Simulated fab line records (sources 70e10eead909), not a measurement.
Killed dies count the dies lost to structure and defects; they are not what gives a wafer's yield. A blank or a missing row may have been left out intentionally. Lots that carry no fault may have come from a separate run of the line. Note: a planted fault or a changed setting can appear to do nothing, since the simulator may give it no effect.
Which tool did it? + flow nand-harc + 13 lots with 39 wafers sampled at 5 steps, on a route of 1302 steps

== WHAT THE GAUGES SHOWED, per wafer ==
NHARC_A_M1_INSPECT_27. Usual: raw-defect-count reads 545 (standard deviation 120).
| lot  | measured     | on                | raw-defect-count | flag |
|------|--------------|-------------------|------------------|------|
| L160 | day 23 05:37 | defect-inspect-01 | 606 542 519      |      |
| L162 | day 24 05:50 | defect-inspect-01 | 399 403 534      |      |
| L165 | day 24 17:13 | defect-inspect-01 | 485 492 492      |      |
| L168 | day 25 19:24 | defect-inspect-01 | 583 744 722      |      |
| L167 | day 26 03:05 | defect-inspect-02 | 551 543 571      |      |
| L170 | day 27 04:17 | defect-inspect-01 | 386 436 536      |      |
| L169 | day 27 05:26 | defect-inspect-02 | 617 725 742      |      |
| L174 | day 29 03:52 | defect-inspect-01 | 615 761 650      |      |
| L175 | day 29 16:13 | defect-inspect-01 | 522 509 516      |      |
| L176 | day 30 00:08 | defect-inspect-01 | 650 585 526      |      |
| L181 | day 32 04:16 | defect-inspect-01 | 430 546 487      |      |
| L183 | day 32 18:07 | defect-inspect-02 | 807 765 733      |      |
| L182 | day 33 11:28 | defect-inspect-01 | 475 404 440      |      |

NHARC_END_SORT_01. Usual: defect-limited-yield 91.8 %, standard deviation 2.8; killed-at-array 51, standard deviation 18; killed-at-other 1.0, standard deviation 1.2; killed-at-periphery 3.7, standard deviation 2.9; killed-dies 55, standard deviation 19; killed-open 3.5, standard deviation 1.9; killed-short 2.6, standard deviation 1.6; sort_bin_2_pct 2.9 %, standard deviation 1.3; sort_bin_3_pct 0.6 %, standard deviation 0.38; sort_bin_4_pct 4.6 %, standard deviation 1.5; sort-n-pass 622, standard deviation 19; sort-rim-yield-pct 94 %, standard deviation 3.2; sort-yield-pct 91.8 %, standard deviation 2.8.
| lot  | measured     | on        | defect-limited-yield (%) | killed-at-array | killed-at-other | killed-at-periphery | killed-dies | killed-open | killed-short | sort_bin_2_pct (%) | sort_bin_3_pct (%) | sort_bin_4_pct (%) | sort-n-pass | sort-rim-yield-pct (%) | sort-yield-pct (%) | flag |
|------|--------------|-----------|--------------------------|-----------------|-----------------|---------------------|-------------|-------------|--------------|--------------------|--------------------|--------------------|-------------|------------------------|--------------------|------|
| L181 | day 33 15:25 | prober-01 | 93.4 95.4 90.3           | 39 27 62        | 1 1 3           | 5 3 1               | 45 31 66    | 7 6 4       | 4 1 3        | 2.2 1.8 4.0        | 0.7 0 0.9          | 3.7 2.8 4.9        | 632 646 611 | 89 90 95               | 93.4 95.4 90.3     |      |

== WHICH TOOL RAN EACH LOT (tool, then ch and the chambers of the sampled wafers, then the start) ==
| lot  | NHARC_A_M0_DEP_32               | NHARC_A_M1_STRIP_19                 | NHARC_A_M1_PRE_CLEAN_30                 |
|------|---------------------------------|-------------------------------------|-----------------------------------------|
| L160 | pecvd-04 ch 1,2, day 23 01:38   | wet-bench-10 ch 0,1,6, day 23 03:47 | pvd-sputter-01, day 23 05:37 or earlier |
| L162 | pecvd-01 ch 0,1,2, day 24 01:54 | wet-bench-08 ch 5,6,7, day 24 04:01 | pvd-sputter-01, day 24 05:50 or earlier |
| L165 | pecvd-04 ch 0,2, day 24 13:22   | wet-bench-08 ch 0,6,7, day 24 15:26 | pvd-sputter-02, day 24 17:13 or earlier |
| L168 | pecvd-04 ch 1,2, day 25 15:32   | wet-bench-10 ch 5,6,7, day 25 17:35 | pvd-sputter-03, day 25 19:24 or earlier |
| L167 | pecvd-01 ch 2, day 25 22:04     | wet-bench-10 ch 0,5,7, day 26 01:14 | pvd-sputter-02, day 26 03:05 or earlier |
| L170 | pecvd-04 ch 0,1,2, day 27 00:15 | wet-bench-10 ch 3,5,6, day 27 02:28 | pvd-sputter-01, day 27 04:17 or earlier |
| L169 | pecvd-04 ch 0,2, day 27 01:32   | wet-bench-10 ch 4,5,6, day 27 03:38 | pvd-sputter-02, day 27 05:26 or earlier |
| L174 | pecvd-01 ch 0,1, day 28 23:53   | wet-bench-10 ch 0,2,4, day 29 02:02 | pvd-sputter-03, day 29 03:52 or earlier |
| L175 | pecvd-02 ch 0,1,2, day 29 12:21 | wet-bench-08 ch 1,3,5, day 29 14:24 | pvd-sputter-03, day 29 16:13 or earlier |
| L176 | pecvd-01 ch 0,2, day 29 20:11   | wet-bench-10 ch 2,3,5, day 29 22:20 | pvd-sputter-03, day 30 00:08 or earlier |
| L181 | pecvd-02 ch 0,1,2, day 31 23:55 | wet-bench-10 ch 2,5,7, day 32 01:55 | pvd-sputter-01, day 32 04:16 or earlier |
| L183 | pecvd-02 ch 0,1,2, day 32 12:25 | wet-bench-08 ch 4,5,7, day 32 16:17 | pvd-sputter-02, day 32 18:07 or earlier |
| L182 | pecvd-04 ch 0,1,2, day 33 07:25 | wet-bench-08 ch 0,1,2, day 33 09:38 | pvd-sputter-02, day 33 11:28 or earlier |
- NHARC_A_M0_DEP_32: deposits SiCN, target thk 30 nm.
- NHARC_A_M1_STRIP_19: strips in post etch residue remover, time 600 s.
- NHARC_A_M1_PRE_CLEAN_30: time 30 s.

== WHAT THE TOOLS THEMSELVES READ (means of the sampled wafers that have a number; where no wafer has one, the mark that the record gives instead) ==
NHARC_A_M0_DEP_32. Usual: heater-power-w reads 521 W (standard deviation 54).
| lot  | tool     | heater-power-w (W) | flag |
|------|----------|--------------------|------|
| L160 | pecvd-04 | 540                |      |
| L162 | pecvd-01 | 501                |      |
| L165 | pecvd-04 | 512                |      |
| L168 | pecvd-04 | 553                |      |
| L167 | pecvd-01 | 520                |      |
| L170 | pecvd-04 | 535                |      |
| L169 | pecvd-04 | 479                |      |
| L174 | pecvd-01 | 545                |      |
| L175 | pecvd-02 | 536                |      |
| L176 | pecvd-01 | 448                |      |
| L181 | pecvd-02 | 547                |      |
| L183 | pecvd-02 | 507                |      |
| L182 | pecvd-04 | 540                |      |

NHARC_A_M1_STRIP_19. Usual: bath-heat-duty-pct 12.8 %, standard deviation 1.4; run-length-s 603.0 s, standard deviation 0.98.
| lot  | tool         | bath-heat-duty-pct (%) | run-length-s (s) | flag |
|------|--------------|------------------------|------------------|------|
| L160 | wet-bench-10 | 11.4                   | 602.5            |      |
| L162 | wet-bench-08 | 13.4                   | 603.2            |      |
| L165 | wet-bench-08 | 14.1                   | 603.1            |      |
| L168 | wet-bench-10 | 12.6                   | 602.3            |      |
| L167 | wet-bench-10 | 12.8                   | 602.8            |      |
| L170 | wet-bench-10 | 12.3                   | 603.0            |      |
| L169 | wet-bench-10 | 11.9                   | 602.8            |      |
| L174 | wet-bench-10 | 12.3                   | 603.1            |      |
| L175 | wet-bench-08 | -                      | -                | OFF  |
| L176 | wet-bench-10 | -                      | -                | OFF  |
| L181 | wet-bench-10 | 13.1                   | 602.5            |      |
| L183 | wet-bench-08 | 13.2                   | 603.5            |      |
| L182 | wet-bench-08 | 12.7                   | 602.9            |      |

NHARC_A_M1_PRE_CLEAN_30. Usual: heater-power-w reads 410 W (standard deviation 52).
| lot  | tool           | heater-power-w (W) | flag |
|------|----------------|--------------------|------|
| L160 | pvd-sputter-01 | 399                |      |
| L162 | pvd-sputter-01 | 335                |      |
| L165 | pvd-sputter-02 | 431                |      |
| L168 | pvd-sputter-03 | 437                |      |
| L167 | pvd-sputter-02 | 409                |      |
| L170 | pvd-sputter-01 | 361                |      |
| L169 | pvd-sputter-02 | 377                |      |
| L174 | pvd-sputter-03 | 453                |      |
| L175 | pvd-sputter-03 | 450                |      |
| L176 | pvd-sputter-03 | 429                |      |
| L181 | pvd-sputter-01 | 382                |      |
| L183 | pvd-sputter-02 | 407                |      |
| L182 | pvd-sputter-02 | 469                |      |

== THE ANSWER, worked out from the rows above alone ==
Rule: a lot counts as off when the mean over its wafers that have a number is more than 3 standard deviations away from the usual mean. A lot without any number at a reading at which 4 lots or more have one is off too. Any other lot the step has rows for is counted as sound. Order of review: gauges by route order, followed by the tools' own readings, for which a lot's mean as printed above is used. The first step at which some lot is off is used, and at that step the reading that is off furthest; a lot without a number counts as furthest.
Off, at NHARC_A_M1_STRIP_19 on bath-heat-duty-pct: L175, L176. Without a number there: L175, L176.
If a tool, at that step or one of the process steps before it, ran each lot that is off and ran no sound lot following the first of them, it fits. Of those tried, none fits.

== WHAT THE SIMULATOR HAD PUT IN ==
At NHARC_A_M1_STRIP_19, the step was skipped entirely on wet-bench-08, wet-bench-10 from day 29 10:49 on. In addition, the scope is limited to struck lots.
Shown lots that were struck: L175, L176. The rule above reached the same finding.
